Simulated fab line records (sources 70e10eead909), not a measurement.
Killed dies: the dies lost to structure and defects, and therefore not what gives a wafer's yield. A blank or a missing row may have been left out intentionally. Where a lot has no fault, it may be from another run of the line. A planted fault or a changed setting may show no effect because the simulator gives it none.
fab line records	flow nand_harc
[record] lots = 12	wafers = 36	last_day = 25
route steps=1159 shown A_M0@1009 A_M1@1033 END@1159
lots untouched by any fault: they come from a run of this same line in which no faults occurred
start_h: hours from the record's first day to the start of the lot's first wafer shown	wait_h: hours elapsed since this lot's preceding step	" the same as in the row above	L1.1+2: a single row standing in for several wafers	- no value, or no start was given	* or withheld: withheld	< > ~ a bound
route shown NAME@n: NAME is a module with steps in the file, n the number in the route of the first one	usual: the fault-free wafers' mean and standard deviation	same: alike in all rows	chamber/n: place in a boat	sites: the reading at each site	_std_site: their standard deviation	_edge_site: outer sites' mean less inner sites'	radius_mm: how far each site lies from the wafer's centre	mask NAME#n: copy n	behind: tool/chamber where the wafer was last shaped	hold: what put the lot on hold/how long, in hours/how the hold closed	device: the transistor (n, p or np) that didn't switch	end of line: the same wafers' tests at the end of the route	a step without rows: its recipe alone	killed: count of dies lost to structure and defects at first sort (not the wafer's yield)	map: dies across one wafer; x = killed, . = not, _ = none there
set.NAME: the setting that was run; set.NAME@STEP: the one run at that earlier step	model.NAME: the simulator's own value behind a step, which no gauge read
steps of the route over a sample of lots; a table a step, a row a wafer
services: the hour from which a tool's chamber was out of use, counted from the record's first day as start_h (under 0 if before that day), plus the number of hours and why
[[steps]]
[step NHARC_A_M0_ETCH_15]
[recipe] target_depth_a = 1500	overetch_a = 150	time_s = 82.5	c4f8_flow_sccm = withheld	ar_flow_sccm = 400	rf_w = 600	bias_w = 300	chemistry = C4F8/Ar
[usual] oes_product_au = 0.958/0.023	rf_vpp_V = 440.6/2.1
lot.wafer	tool	chamber	start_h	wait_h	oes_product_au	rf_hours_counter_h	rf_vpp_V
L390.2	rie_diel-10	0	-	-	0.953	4	439.6
L390.3	"	1	"	"	0.959	3	442.3
L390.4	"	3	"	"	0.946	3	437.7
L393.4	rie_diel-08	3	-	-	0.961	8	439.7
L393.2	"	0	"	"	0.965	8	439.8
L393.6	"	0	"	"	0.965	-	439.3
L392.2	rie_diel-08	1	-	-	0.929	9	444.5
L392.3	"	2	"	"	0.918	7	439.7
L392.5	"	2	"	"	0.920	-	439.8
L394.3	rie_diel-10	1	-	-	0.985	4	441.6
L394.2	"	2	"	"	0.956	4	440.4
L394.4	"	3	"	"	0.954	4	437.7
L397.3	rie_diel-06	0	-	-	0.962	1	441.8
L397.1	"	1	"	"	0.975	1	440.9
L397.5	"	0	"	"	0.960	-	444.1
L398.1	rie_diel-08	2	-	-	0.985	9	439.9
L398.4	"	0	"	"	0.964	11	439.4
L398.5	"	2	"	"	0.977	-	439.3
L400.3	rie_diel-08	1	-	-	0.976	12	446.1
L400.2	"	2	"	"	0.968	10	441.7
L400.1	"	3	"	"	0.957	12	438.4
L399.1	rie_diel-08	0	-	-	0.943	12	438.4
L399.6	"	1	"	"	0.915	-	444.5
L399.5	"	2	"	"	0.924	-	439.6
L411.2	rie_diel-08	0	-	-	0.986	2	440.8
L411.3	"	1	"	"	0.981	2	446.2
L411.6	"	0	"	"	0.985	-	439.4
L409.3	rie_diel-08	3	-	-	0.958	2	439.2
L409.2	"	0	"	"	0.967	3	439.0
L409.6	"	0	"	"	0.964	-	438.8
L412.3	rie_diel-08	2	-	-	0.972	2	439.7
L412.1	"	0	"	"	0.967	3	437.7
L412.2	"	1	"	"	0.967	3	443.6
L413.2	rie_diel-06	2	-	-	0.971	10	439.2
L413.3	"	0	"	"	0.949	10	443.6
L413.6	"	1	"	"	0.948	-	441.6
[step NHARC_A_M0_CD_MEAS_16]
[usual] cd_nm = 79.7/0.55
lot.wafer	tool	chamber	start_h	wait_h	cd_nm
L390.2	cd_sem-01	-	416.86	-	79.8
L390.3	"	-	"	"	80.3
L390.4	"	-	"	"	80.0
L393.2	cd_sem-03	-	417.02	-	79.8
L393.4	"	-	"	"	80.1
L393.6	"	-	"	"	80.4
L392.2	cd_sem-02	-	422.56	-	79.6
L392.3	"	-	"	"	78.7
L392.5	"	-	"	"	80.0
L394.2	cd_sem-02	-	422.99	-	81.2
L394.3	"	-	"	"	80.4
L394.4	"	-	"	"	80.4
L397.1	cd_sem-01	-	437.99	-	80.6
L397.3	"	-	"	"	80.1
L397.5	"	-	"	"	80.2
L398.1	cd_sem-02	-	441.95	-	79.3
L398.4	"	-	"	"	80.6
L398.5	"	-	"	"	79.9
L400.1	cd_sem-03	-	453.36	-	79.1
L400.2	"	-	"	"	79.7
L400.3	"	-	"	"	79.2
L399.1	cd_sem-02	-	455.82	-	79.8
L399.5	"	-	"	"	80.0
L399.6	"	-	"	"	79.9
L411.2	cd_sem-03	-	502.10	-	78.7
L411.3	"	-	"	"	78.9
L411.6	"	-	"	"	78.9
L409.2	cd_sem-02	-	521.16	-	80.4
L409.3	"	-	"	"	80.1
L409.6	"	-	"	"	79.7
L412.1	cd_sem-01	-	521.72	-	80.4
L412.2	"	-	"	"	79.4
L412.3	"	-	"	"	79.4
L413.2	cd_sem-03	-	556.61	-	79.3
L413.3	"	-	"	"	80.4
L413.6	"	-	"	"	80.0
[step NHARC_A_M1_EXPOSE_06]
[recipe] na = 1.35	target_cd_nm = 120	dose_mj = 75.13	mask_id = A_M1
[usual] exposure_dose_mJ_cm2 = 75.10/0.068
[same] na = 1.35
lot.wafer	tool	chamber	start_h	wait_h	mask	exposure_dose_mJ_cm2
L390.2	arfi_scanner-02	0	420.29	-	A_M1#0	75.10
L390.3	"	0	"	"	A_M1#0	75.12
L390.4	"	0	"	"	A_M1#0	75.22
L393.2	arfi_scanner-03	0	420.57	-	A_M1#0	75.08
L393.4	"	0	"	"	A_M1#0	75.17
L393.6	"	0	"	"	A_M1#0	75.09
L392.2	arfi_scanner-02	0	425.90	-	A_M1#0	75.07
L392.3	"	0	"	"	A_M1#0	75.28
L392.5	"	0	"	"	A_M1#0	75.17
L394.2	arfi_scanner-02	0	426.37	-	A_M1#0	75.06
L394.3	"	0	"	"	A_M1#0	75.17
L394.4	"	0	"	"	A_M1#0	75.16
L397.1	arfi_scanner-02	0	441.42	-	A_M1#0	75.08
L397.3	"	0	"	"	A_M1#0	75.07
L397.5	"	0	"	"	A_M1#0	75.14
L398.1	arfi_scanner-03	0	445.55	-	A_M1#0	75.04
L398.4	"	0	"	"	A_M1#0	74.94
L398.5	"	0	"	"	A_M1#0	75.13
L400.1	arfi_scanner-03	0	456.94	-	A_M1#0	75.15
L400.2	"	0	"	"	A_M1#0	75.21
L400.3	"	0	"	"	A_M1#0	75.18
L399.1	arfi_scanner-02	0	459.45	-	A_M1#0	75.13
L399.5	"	0	"	"	A_M1#0	74.96
L399.6	"	0	"	"	A_M1#0	75.07
L411.2	arfi_scanner-02	0	505.43	-	A_M1#0	75.09
L411.3	"	0	"	"	A_M1#0	75.23
L411.6	"	0	"	"	A_M1#0	75.13
L409.2	arfi_scanner-01	0	524.60	-	A_M1#0	74.51
L409.3	"	0	"	"	A_M1#0	74.46
L409.6	"	0	"	"	A_M1#0	74.41
L412.1	arfi_scanner-02	0	525.39	-	A_M1#0	75.18
L412.2	"	0	"	"	A_M1#0	75.14
L412.3	"	0	"	"	A_M1#0	75.22
L413.2	arfi_scanner-02	0	560.05	-	A_M1#0	75.15
L413.3	"	0	"	"	A_M1#0	75.10
L413.6	"	0	"	"	A_M1#0	75.12
[step NHARC_A_M1_CD_MEAS_09]
[recipe] target_cd_nm = 120	landing_energy_ev = 500
[usual] cd_nm = 120.1/0.43
lot.wafer	tool	chamber	start_h	wait_h	cd_nm
L390.2	cd_sem-01	0	420.44	-	120.2
L390.3	"	0	"	"	119.7
L390.4	"	0	"	"	120.3
L393.2	cd_sem-03	0	420.70	-	120.1
L393.4	"	0	"	"	120.1
L393.6	"	0	"	"	120.3
L392.2	cd_sem-01	0	426.04	-	120.0
L392.3	"	0	"	"	119.7
L392.5	"	0	"	"	120.1
L394.2	cd_sem-02	0	426.51	-	119.8
L394.3	"	0	"	"	120.1
L394.4	"	0	"	"	120.1
L397.1	cd_sem-03	0	441.56	-	120.3
L397.3	"	0	"	"	120.7
L397.5	"	0	"	"	120.0
L398.1	cd_sem-02	0	445.69	-	119.9
L398.4	"	0	"	"	119.5
L398.5	"	0	"	"	119.6
L400.1	cd_sem-01	0	457.08	-	120.1
L400.2	"	0	"	"	120.1
L400.3	"	0	"	"	120.7
L399.1	cd_sem-03	0	459.59	-	120.2
L399.5	"	0	"	"	119.7
L399.6	"	0	"	"	119.8
L411.2	cd_sem-03	0	505.57	-	120.3
L411.3	"	0	"	"	120.1
L411.6	"	0	"	"	120.2
L409.2	cd_sem-01	0	524.74	-	121.3
L409.3	"	0	"	"	121.5
L409.6	"	0	"	"	121.9
L412.1	cd_sem-01	0	525.54	-	119.5
L412.2	"	0	"	"	119.4
L412.3	"	0	"	"	119.8
L413.2	cd_sem-03	0	560.19	-	119.8
L413.3	"	0	"	"	120.8
L413.6	"	0	"	"	119.7
[step NHARC_A_M1_OVL_MEAS_10]
[recipe] pitch_nm = 240
[usual] overlay_x_nm = 0.1/0.87	overlay_y_nm = 0.1/1
lot.wafer	tool	chamber	start_h	wait_h	overlay_x_nm	overlay_y_nm
L390.2	overlay-01	-	420.52	-	0.8	2.2
L390.3	"	-	"	"	0.8	2.1
L390.4	"	-	"	"	0.9	1.9
L393.2	overlay-01	-	420.79	-	-1.1	-0.2
L393.4	"	-	"	"	-1.3	-0.1
L393.6	"	-	"	"	-1.7	-0.2
L392.2	overlay-02	-	426.13	-	0.6	-1.5
L392.3	"	-	"	"	0.4	-1.8
L392.5	"	-	"	"	0.1	-1.6
L394.2	overlay-01	-	426.59	-	-0.3	0.0
L394.3	"	-	"	"	-0.1	0.3
L394.4	"	-	"	"	-0.1	-0.2
L397.1	overlay-01	-	441.66	-	-0.1	-1.0
L397.3	"	-	"	"	-0.8	-1.1
L397.5	"	-	"	"	-1.0	-0.6
L398.1	overlay-02	-	445.78	-	1.9	0.3
L398.4	"	-	"	"	1.3	0.1
L398.5	"	-	"	"	1.3	0.8
L400.1	overlay-02	-	457.16	-	0.2	0.5
L400.2	"	-	"	"	-0.5	0.9
L400.3	"	-	"	"	0.1	0.9
L399.1	overlay-01	-	459.68	-	-0.2	0.5
L399.5	"	-	"	"	-0.9	0.5
L399.6	"	-	"	"	-0.3	0.2
L411.2	overlay-01	-	505.66	-	1.3	-0.1
L411.3	"	-	"	"	0.8	0.2
L411.6	"	-	"	"	1.3	0.2
L409.2	overlay-02	-	524.82	-	-1.3	-0.7
L409.3	"	-	"	"	-0.7	-0.5
L409.6	"	-	"	"	-0.9	-1.0
L412.1	overlay-01	-	525.62	-	0.8	-1.6
L412.2	"	-	"	"	0.6	-1.3
L412.3	"	-	"	"	0.5	-1.8
L413.2	overlay-02	-	560.28	-	-0.3	0.4
L413.3	"	-	"	"	-0.1	1.0
L413.6	"	-	"	"	-0.1	0.6
[step NHARC_END_SORT_01]
[recipe] temp_c = 25
[usual] defect_limited_yield = 95.3/1.6	killed_at_array = 28/10	killed_at_other = 0.6/0.85	killed_at_periphery = 3.3/2.3	killed_dies = 32/11	killed_open = 3.3/1.5	killed_short = 2.1/1.4	sort_bin_2_pct = 1.5/0.63	sort_bin_3_pct = 0.25/0.21	sort_bin_4_pct = 3.0/1.1	sort_n_pass = 645/11	sort_rim_yield_pct = 97.6/1.6	sort_yield_pct = 95.3/1.6
[same] gross_dies = 677	sort_bin_5_pct[%] = 0	sort_bin_6_pct[%] = 0	sort_bin_7_pct[%] = 0	sort_bin_8_pct[%] = 0	sort_rim_n_gross = 106.00
lot.wafer	tool	chamber	start_h	wait_h	defect_limited_yield[%]	killed_at_array	killed_at_other	killed_at_periphery	killed_dies	killed_open	killed_short	sort_bin_2_pct[%]	sort_bin_3_pct[%]	sort_bin_4_pct[%]	sort_n_pass	sort_rim_yield_pct[%]	sort_yield_pct[%]
L390.2	prober-01	0	459.26	2.8	97.0	18	0	2	20	4	1	1.2	0.30	1.5	657	100.0	97.0
L390.3	prober-01	0	460.06	3.1	98.1	12	0	1	13	3	0	0	0.15	1.8	664	98.1	98.1
L390.4	prober-01	0	460.86	3.4	97.5	15	1	1	17	4	1	0.7	0.15	1.6	660	100.0	97.5
L393.2	prober-01	0	467.08	2.8	96.0	26	0	1	27	1	4	0.4	0.30	3.2	650	97.2	96.0
L393.4	prober-01	0	468.68	3.4	97.3	16	1	1	18	3	2	1.3	0.30	1.0	659	98.1	97.3
L393.6	prober-01	0	470.29	4.0	95.9	25	2	1	28	1	4	1.6	0.30	2.2	649	98.1	95.9
L394.2	prober-02	0	467.10	2.8	95.9	23	1	4	28	2	2	1.5	0.15	2.5	649	98.1	95.9
L394.3	prober-02	0	467.89	3.1	97.2	14	1	4	19	4	2	0.7	0	2.1	658	98.1	97.2
L394.4	prober-02	0	468.69	3.4	95.7	29	0	0	29	3	2	1.5	0.15	2.7	648	98.1	95.7
L392.2	prober-02	0	474.89	2.8	92.2	43	1	9	53	5	2	2.2	0.30	5.3	624	95.3	92.2
L392.3	prober-02	0	475.68	3.1	93.1	35	0	12	47	4	3	2.4	0.44	4.1	630	96.2	93.1
L392.5	prober-02	0	477.26	3.7	95.0	28	0	6	34	1	3	1.3	0.30	3.4	643	100.0	95.0
L397.1	prober-02	0	481.85	2.5	94.7	31	0	5	36	4	4	1.2	0.30	3.8	641	95.3	94.7
L397.3	prober-02	0	483.44	3.1	93.8	37	0	5	42	6	0	2.1	0.44	3.7	635	94.3	93.8
L397.5	prober-02	0	485.02	3.7	93.8	35	4	3	42	3	4	2.5	0.30	3.4	635	96.2	93.8
L398.1	prober-01	0	483.77	2.5	96.6	17	0	6	23	2	2	1.2	0	2.2	654	100.0	96.6
L398.4	prober-01	0	486.16	3.4	95.9	26	0	2	28	2	1	1.5	0.30	2.4	649	99.1	95.9
L398.5	prober-01	0	486.95	3.7	96.6	22	0	1	23	2	4	1.2	0	2.2	654	99.1	96.6
L400.1	prober-01	0	494.52	2.5	97.5	13	0	4	17	3	1	1.2	0	1.3	660	100.0	97.5
L400.2	prober-01	0	495.32	2.8	97.2	10	2	7	19	2	3	1.2	0.15	1.5	658	99.1	97.2
L400.3	prober-01	0	496.11	3.1	97.5	12	0	5	17	4	2	0.7	0.15	1.6	660	99.1	97.5
L399.1	prober-02	0	497.38	2.5	94.5	34	0	3	37	3	2	1.3	0.74	3.4	640	98.1	94.5
L399.5	prober-02	0	500.64	3.8	95.1	27	2	4	33	4	3	1.3	0.15	3.4	644	97.2	95.1
L399.6	prober-02	0	501.46	4.1	94.8	30	0	5	35	6	3	1.5	0.30	3.4	642	98.1	94.8
L411.2	prober-01	0	546.24	2.8	95.9	24	0	4	28	2	1	2.1	0	2.1	649	99.1	95.9
L411.3	prober-01	0	547.04	3.1	95.4	28	2	1	31	4	2	0.9	0.15	3.5	646	98.1	95.4
L411.6	prober-01	0	549.43	4.0	96.3	22	0	3	25	1	1	1.2	0.30	2.2	652	100.0	96.3
L412.1	prober-01	0	561.04	2.5	97.6	14	0	2	16	4	0	0.3	0.15	1.9	661	99.1	97.6
L412.2	prober-01	0	561.84	2.8	97.9	13	1	0	14	0	2	0.1	0	1.9	663	100.0	97.9
L412.3	prober-01	0	562.64	3.1	98.2	11	0	1	12	2	2	0.6	0	1.2	665	99.1	98.2
L409.2	prober-02	0	564.24	2.8	94.5	36	0	1	37	3	3	2.4	0	3.1	640	97.2	94.5
L409.3	prober-02	0	565.04	3.1	92.8	47	0	2	49	4	2	1.9	0.30	5.0	628	96.2	92.8
L409.6	prober-02	0	567.44	4.0	92.5	45	1	5	51	5	2	3.2	0.15	4.1	626	100.0	92.5
L413.2	prober-02	0	597.13	2.8	97.5	17	0	0	17	4	0	1.0	0.15	1.3	660	96.2	97.5
L413.3	prober-02	0	597.94	3.1	96.5	24	0	0	24	2	3	1.5	0	2.1	653	94.3	96.5
L413.6	prober-02	0	600.35	4.0	95.6	28	0	2	30	7	2	2.4	0.30	1.8	647	97.2	95.6
// killed by level:class
L390.2 A_STAIRCASE:chamber_film_flake=5 A_CHANNEL_FILL_D1:chamber_film_flake=4 A_CHANNEL_HOLE_D1:chamber_film_flake=3 A_CONTACT:geometric_particle:open=2 A_CONTACT:chamber_film_flake=2 P_GATE:geometric_particle:open=1 P_M0:geometric_particle:open=1 A_CONTACT:geometric_particle:short=1
L390.3 A_STAIRCASE:chamber_film_flake=5 A_SGD_CUT:geometric_particle:open=1 A_WL_FILL:geometric_particle:open=1 A_CONTACT:geometric_particle:open=1 P_GATE:chamber_film_flake=1 A_CHANNEL_HOLE_D1:chamber_film_flake=1 A_CHANNEL_FILL_D1:chamber_film_flake=1 A_WL_FILL:chamber_film_flake=1
L390.4 A_STAIRCASE:chamber_film_flake=4 A_CHANNEL_HOLE_D1:chamber_film_flake=3 A_CHANNEL_FILL_D1:chamber_film_flake=2 A_SOURCE_PLATE:geometric_particle:open=1 A_CHANNEL_FILL_D1:geometric_particle:short=1 A_WL_FILL:geometric_particle:open=1 A_BLC:geometric_particle:open=1 A_M0:geometric_particle:open=1
L393.2 A_CHANNEL_HOLE_D1:chamber_film_flake=15 A_STAIRCASE:chamber_film_flake=3 A_ONON_D1:geometric_particle:short=2 A_M0:geometric_particle:short=2 A_SLIT:chamber_film_flake=2 A_CONTACT:geometric_particle:open=1 P_STI:chamber_film_flake=1 A_CONTACT:chamber_film_flake=1
L394.2 A_SLIT:chamber_film_flake=10 A_CHANNEL_HOLE_D1:chamber_film_flake=4 A_STAIRCASE:chamber_film_flake=4 P_M2:chamber_film_flake=2 A_ONON_D1:geometric_particle:short=1 A_WL_FILL:geometric_particle:short=1 A_WL_FILL:geometric_particle:open=1 A_M1:geometric_particle:open=1
L394.3 A_ONON_D1:geometric_particle:open=3 A_STAIRCASE:chamber_film_flake=3 P_M2:chamber_film_flake=2 A_CHANNEL_HOLE_D1:chamber_film_flake=2 A_SLIT:chamber_film_flake=2 A_CHANNEL_FILL_D1:geometric_particle:short=1 A_SGD_CUT:geometric_particle:short=1 A_CONTACT:geometric_particle:open=1
L393.4 A_CHANNEL_HOLE_D1:chamber_film_flake=10 A_CONTACT:geometric_particle:open=2 A_CHANNEL_FILL_D1:geometric_particle:open=1 A_CONTACT:geometric_particle:short=1 A_M0:geometric_particle:short=1 P_STI:chamber_film_flake=1 A_STAIRCASE:chamber_film_flake=1 THIN_TSV:chamber_film_flake=1
L394.4 A_SLIT:chamber_film_flake=11 A_CONTACT:chamber_film_flake=6 A_CHANNEL_HOLE_D1:chamber_film_flake=2 A_STAIRCASE:chamber_film_flake=2 A_WL_FILL:chamber_film_flake=2 A_ONON_D1:geometric_particle:short=1 A_SGD_CUT:geometric_particle:open=1 A_CONTACT:geometric_particle:open=1
L393.6 A_CHANNEL_HOLE_D1:chamber_film_flake=16 A_STAIRCASE:chamber_film_flake=3 P_M0:geometric_particle:short=1 A_CHANNEL_HOLE_D1:geometric_particle:short=1 A_SGD_CUT:geometric_particle:short=1 A_WL_FILL:geometric_particle:short=1 A_CONTACT:geometric_particle:open=1 A_SLIT:chamber_film_flake=1
L392.2 A_CHANNEL_HOLE_D1:chamber_film_flake=13 A_SLIT:chamber_film_flake=11 P_STI:chamber_film_flake=6 A_CONTACT:chamber_film_flake=4 A_STAIRCASE:chamber_film_flake=3 A_WL_FILL:chamber_film_flake=3 P_M0:geometric_particle:open=2 A_ONON_D1:geometric_particle:short=2
L392.3 A_CHANNEL_HOLE_D1:chamber_film_flake=17 A_SLIT:chamber_film_flake=13 P_STI:chamber_film_flake=5 P_CONTACT:chamber_film_flake=3 P_CONTACT:geometric_particle:open=2 P_CONTACT:geometric_particle:short=1 P_M0:geometric_particle:open=1 A_CHANNEL_FILL_D1:geometric_particle:short=1
L392.5 A_CHANNEL_HOLE_D1:chamber_film_flake=12 A_SLIT:chamber_film_flake=12 P_CONTACT:chamber_film_flake=3 P_STI:chamber_film_flake=2 P_M0:geometric_particle:open=1 A_CHANNEL_HOLE_D1:geometric_particle:short=1 A_SGD_CUT:geometric_particle:short=1 A_BLC:geometric_particle:short=1
L397.1 A_SLIT:chamber_film_flake=13 A_STAIRCASE:chamber_film_flake=6 A_CHANNEL_HOLE_D1:chamber_film_flake=4 P_GATE:geometric_particle:open=1 P_M1:geometric_particle:short=1 A_SOURCE_PLATE:geometric_particle:short=1 A_SOURCE_PLATE:geometric_particle:open=1 A_CHANNEL_FILL_D1:geometric_particle:short=1
L397.3 A_STAIRCASE:chamber_film_flake=13 A_SLIT:chamber_film_flake=12 P_GATE:chamber_film_flake=4 A_CHANNEL_HOLE_D1:chamber_film_flake=3 A_CONTACT:chamber_film_flake=3 A_CONTACT:geometric_particle:open=2 A_M0:geometric_particle:open=2 A_SGD_CUT:geometric_particle:open=1
L398.1 A_SLIT:chamber_film_flake=8 A_CHANNEL_HOLE_D1:chamber_film_flake=5 A_STAIRCASE:chamber_film_flake=3 P_GATE:geometric_particle:open=1 P_CONTACT:geometric_particle:short=1 P_M0:geometric_particle:open=1 P_M1:geometric_particle:short=1 P_STI:chamber_film_flake=1
L397.5 A_SLIT:chamber_film_flake=15 A_STAIRCASE:chamber_film_flake=7 A_CHANNEL_HOLE_D1:chamber_film_flake=4 THIN_TSV:chamber_film_flake=4 A_CONTACT:geometric_particle:open=2 P_GATE:chamber_film_flake=2 A_WL_FILL:chamber_film_flake=2 P_M1:geometric_particle:short=1
L398.4 A_SLIT:chamber_film_flake=12 A_CHANNEL_HOLE_D1:chamber_film_flake=4 A_STAIRCASE:chamber_film_flake=4 A_CONTACT:chamber_film_flake=4 P_CONTACT:geometric_particle:open=1 A_WL_FILL:geometric_particle:short=1 A_M0:geometric_particle:open=1 P_GATE:chamber_film_flake=1
L398.5 A_CHANNEL_HOLE_D1:chamber_film_flake=7 A_SLIT:chamber_film_flake=5 A_CHANNEL_FILL_D1:geometric_particle:short=3 A_STAIRCASE:chamber_film_flake=2 A_CONTACT:chamber_film_flake=2 A_WL_FILL:geometric_particle:open=1 A_WL_FILL:geometric_particle:short=1 A_M0:geometric_particle:open=1
L400.1 A_CHANNEL_HOLE_D1:chamber_film_flake=6 P_ZERO_WELL:chamber_film_flake=3 A_STAIRCASE:chamber_film_flake=3 A_ONON_D1:geometric_particle:short=1 A_SGD_CUT:geometric_particle:open=1 A_BLC:geometric_particle:open=1 A_M0:geometric_particle:open=1 P_GATE:chamber_film_flake=1
L400.2 P_ZERO_WELL:chamber_film_flake=5 A_WL_FILL:chamber_film_flake=2 A_CONTACT:chamber_film_flake=2 THIN_TSV:chamber_film_flake=2 P_CONTACT:geometric_particle:open=1 A_CHANNEL_FILL_D1:geometric_particle:short=1 A_CONTACT:geometric_particle:open=1 A_BLC:geometric_particle:short=1
L400.3 P_ZERO_WELL:chamber_film_flake=4 A_CONTACT:chamber_film_flake=3 A_CONTACT:geometric_particle:open=2 A_STAIRCASE:chamber_film_flake=2 A_WL_FILL:geometric_particle:short=1 A_BLC:geometric_particle:open=1 A_M0:geometric_particle:short=1 A_M0:geometric_particle:open=1
L399.1 A_CHANNEL_HOLE_D1:chamber_film_flake=20 A_STAIRCASE:chamber_film_flake=4 A_CONTACT:chamber_film_flake=4 A_SLIT:chamber_film_flake=2 P_STI:geometric_particle:open=1 P_M2:geometric_particle:short=1 A_ONON_D1:geometric_particle:open=1 A_WL_FILL:geometric_particle:short=1
L399.5 A_CHANNEL_HOLE_D1:chamber_film_flake=13 A_ONON_D1:geometric_particle:short=3 A_ONON_D1:geometric_particle:open=3 P_GATE:chamber_film_flake=3 A_CONTACT:chamber_film_flake=3 A_BLC:chamber_film_flake=3 A_STAIRCASE:chamber_film_flake=2 THIN_TSV:chamber_film_flake=2
L399.6 A_CHANNEL_HOLE_D1:chamber_film_flake=11 A_WL_FILL:chamber_film_flake=5 A_CONTACT:chamber_film_flake=4 A_STAIRCASE:chamber_film_flake=3 P_CONTACT:geometric_particle:open=2 A_M0:geometric_particle:open=2 P_GATE:chamber_film_flake=2 P_M0:geometric_particle:short=1
L411.2 A_CHANNEL_HOLE_D1:chamber_film_flake=19 P_ZERO_WELL:chamber_film_flake=2 A_CONTACT:chamber_film_flake=2 P_M0:geometric_particle:short=1 A_CHANNEL_HOLE_D1:geometric_particle:open=1 A_CONTACT:geometric_particle:open=1 P_BONDPAD:chamber_film_flake=1 A_ZERO_WELL:chamber_film_flake=1
L411.3 A_CHANNEL_HOLE_D1:chamber_film_flake=22 A_CHANNEL_HOLE_D1:geometric_particle:open=1 A_SGD_CUT:geometric_particle:open=1 A_BLC:geometric_particle:open=1 A_M0:geometric_particle:open=1 A_M0:geometric_particle:short=1 P_ZERO_WELL:chamber_film_flake=1 STARTING-WAFER:geometric_particle:short=1
L411.6 A_CHANNEL_HOLE_D1:chamber_film_flake=17 A_CONTACT:chamber_film_flake=3 P_ZERO_WELL:chamber_film_flake=2 P_CONTACT:geometric_particle:open=1 A_M1:geometric_particle:short=1 A_STAIRCASE:chamber_film_flake=1
L412.1 A_CHANNEL_HOLE_D1:chamber_film_flake=8 A_CONTACT:geometric_particle:open=2 A_STAIRCASE:chamber_film_flake=2 P_GATE:geometric_particle:open=1 A_SOURCE_PLATE:geometric_particle:open=1 P_ZERO_WELL:chamber_film_flake=1 A_SLIT:chamber_film_flake=1
L412.2 A_CHANNEL_HOLE_D1:chamber_film_flake=8 A_CONTACT:chamber_film_flake=3 A_CONTACT:geometric_particle:short=1 STARTING-WAFER:geometric_particle:short=1 A_STAIRCASE:chamber_film_flake=1
L412.3 A_CHANNEL_HOLE_D1:chamber_film_flake=8 P_CONTACT:geometric_particle:open=1 A_CONTACT:geometric_particle:open=1 A_CONTACT:geometric_particle:short=1 A_M0:geometric_particle:short=1
L409.2 A_SLIT:chamber_film_flake=17 A_CHANNEL_HOLE_D1:chamber_film_flake=5 A_STAIRCASE:chamber_film_flake=5 A_CONTACT:chamber_film_flake=3 P_M2:geometric_particle:short=1 A_SOURCE_PLATE:geometric_particle:open=1 A_ONON_D1:geometric_particle:open=1 A_CHANNEL_HOLE_D1:geometric_particle:short=1
L409.3 A_SLIT:chamber_film_flake=21 A_CHANNEL_HOLE_D1:chamber_film_flake=11 A_CONTACT:chamber_film_flake=7 A_ONON_D1:geometric_particle:short=2 A_CHANNEL_FILL_D1:chamber_film_flake=2 P_M0:geometric_particle:open=1 A_CHANNEL_FILL_D1:geometric_particle:open=1 A_CONTACT:geometric_particle:open=1
L409.6 A_SLIT:chamber_film_flake=22 A_CONTACT:chamber_film_flake=8 A_CHANNEL_HOLE_D1:chamber_film_flake=6 A_STAIRCASE:chamber_film_flake=5 P_CONTACT:geometric_particle:open=2 P_GATE:geometric_particle:open=1 P_M0:geometric_particle:open=1 P_M0:geometric_particle:short=1
L413.2 A_CHANNEL_HOLE_D1:chamber_film_flake=5 A_CHANNEL_FILL_D1:chamber_film_flake=4 A_CONTACT:geometric_particle:open=3 A_STAIRCASE:chamber_film_flake=2 A_CHANNEL_FILL_D1:geometric_particle:open=1 A_SLIT:chamber_film_flake=1 A_CONTACT:chamber_film_flake=1
L413.3 A_CHANNEL_HOLE_D1:chamber_film_flake=10 A_CONTACT:chamber_film_flake=7 A_ONON_D1:geometric_particle:short=1 A_CHANNEL_FILL_D1:geometric_particle:short=1 A_CHANNEL_FILL_D1:geometric_particle:open=1 A_CONTACT:geometric_particle:open=1 A_M0:geometric_particle:short=1 A_ZERO_WELL:chamber_film_flake=1
L413.6 A_CHANNEL_HOLE_D1:chamber_film_flake=11 A_CONTACT:chamber_film_flake=3 A_CHANNEL_FILL_D1:geometric_particle:open=2 A_CONTACT:geometric_particle:open=2 A_CHANNEL_FILL_D1:chamber_film_flake=2 A_STAIRCASE:chamber_film_flake=2 P_CONTACT:geometric_particle:open=1 P_M0:geometric_particle:short=1
[[services]]
tool	chamber	start_h	hours	kind
arfi_scanner-01	-	397.82	4.0	pm
rie_diel-06	2	400.48	4.6	repair
rie_diel-08	0	408.80	-	clean
rie_diel-08	1	408.80	-	clean
rie_diel-08	2	408.80	-	clean
rie_diel-08	3	408.80	-	clean
rie_diel-08	-	413.72	0.9	repair
rie_diel-06	-	418.20	9.0	pm
arfi_scanner-02	-	428.00	4.0	pm
rie_diel-08	0	433.30	-	clean
rie_diel-08	1	433.30	-	clean
rie_diel-08	2	433.30	-	clean
rie_diel-08	3	433.30	-	clean
rie_diel-06	1	446.98	3.9	repair
rie_diel-06	2	454.07	2.7	repair
rie_diel-08	0	457.80	-	clean
rie_diel-08	-	478.80	9.0	pm
arfi_scanner-03	-	484.00	4.0	pm
arfi_scanner-02	-	489.08	0.2	repair
arfi_scanner-01	-	508.65	0.6	repair
arfi_scanner-02	-	511.77	2.1	repair
rie_diel-10	-	530.50	9.0	pm
arfi_scanner-03	-	544.88	0.6	repair
rie_diel-08	-	548.18	2.2	repair
[[key]]
[first_sign] step = NHARC_A_M1_EXPOSE_06	reading = exposure_dose_mJ_cm2	direction = down	sigmas = 9.5	usual = 75.10	struck = 74.46
[effect] step = NHARC_A_M1_CD_MEAS_09	reading = cd_nm	direction = up	sigmas = 3.5	usual = 120.1	struck = 121.6	through = control_loop
met_at NHARC_A_M1_EXPOSE_06
struck_lots L409
[loop_trim] step = NHARC_A_M1_EXPOSE_06	setting = dose	lots = L409
not_acting_at NHARC_A_M0_ETCH_15,NHARC_A_M0_CD_MEAS_16,NHARC_A_M1_OVL_MEAS_10
[fault] kind = process_parameter_drift	tool = arfi_scanner-01	chamber = -	onset_h = 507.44	steps = NHARC_A_M1_EXPOSE_06	channel = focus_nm	offset = 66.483	spread_by_wafer = 0.3	shape = step	end_h = 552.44
// loop_trim: a control loop set the setting to another value than it would have without faults
